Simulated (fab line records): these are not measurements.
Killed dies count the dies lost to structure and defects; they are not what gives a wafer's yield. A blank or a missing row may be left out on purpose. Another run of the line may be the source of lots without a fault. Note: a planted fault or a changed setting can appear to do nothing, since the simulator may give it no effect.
Chamber matching -- flow n5Finfet -- N5_DUMMY_GATE_ETCH_44 on rieSi-06: 4 sister chambers
The step etches poly-Si in HBr/O2, stops on SiO2, target depth 127.5 nm. 4 wafers are shown with their chamber, then 12 later ones without.

EACH WAFER AND ITS CHAMBER
wafer,chamber,throttleValvePct (%)
L086.3,3,18.73
L087.5,2,18.74
L089.1,1,18.19
L089.5,0,18.59

WAFERS MISSING THEIR CHAMBER
wafer,throttleValvePct (%)
L090.3,18.72
L090.5,18.75
L090.6,18.73
L092.2,18.75
L092.3,18.19
L092.5,18.74
L095.3,18.74
L095.4,18.18
L095.5,18.73
L096.3,18.75
L096.4,18.74
L096.5,18.75

EACH ONE'S CHAMBER
wafer,from the rows above,in truth
L090.3,can't be placed: 3 or 2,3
L090.5,can't be placed: 2 or 3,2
L090.6,can't be placed: 3 or 2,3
L092.2,can't be placed: 2 or 3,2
L092.3,1,1
L092.5,can't be placed: 2 or 3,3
L095.3,can't be placed: 2 or 3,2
L095.4,1,1
L095.5,can't be placed: 3 or 2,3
L096.3,can't be placed: 2 or 3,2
L096.4,can't be placed: 2 or 3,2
L096.5,can't be placed: 2 or 3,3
Correctly placed: 2 of 12. Cannot be placed on the basis of these rows: 10; the candidates contain the true chamber in 10. Number placed wrongly: 0.
How it was worked out, from the rows above alone: a wafer's distance from a chamber is the root of the sum, over the readings, of the square of ((its reading less the chamber's mean) divided by the reading's scatter). If the next closest chamber is less than 2 further off than the closest, the wafer can't be placed; otherwise it belongs to the closest. A chamber's mean is the mean of its shown wafers. The scatter (one wafer shown for each chamber): square how far every hidden wafer sits from the nearest shown wafer, average those squares and take the square root.
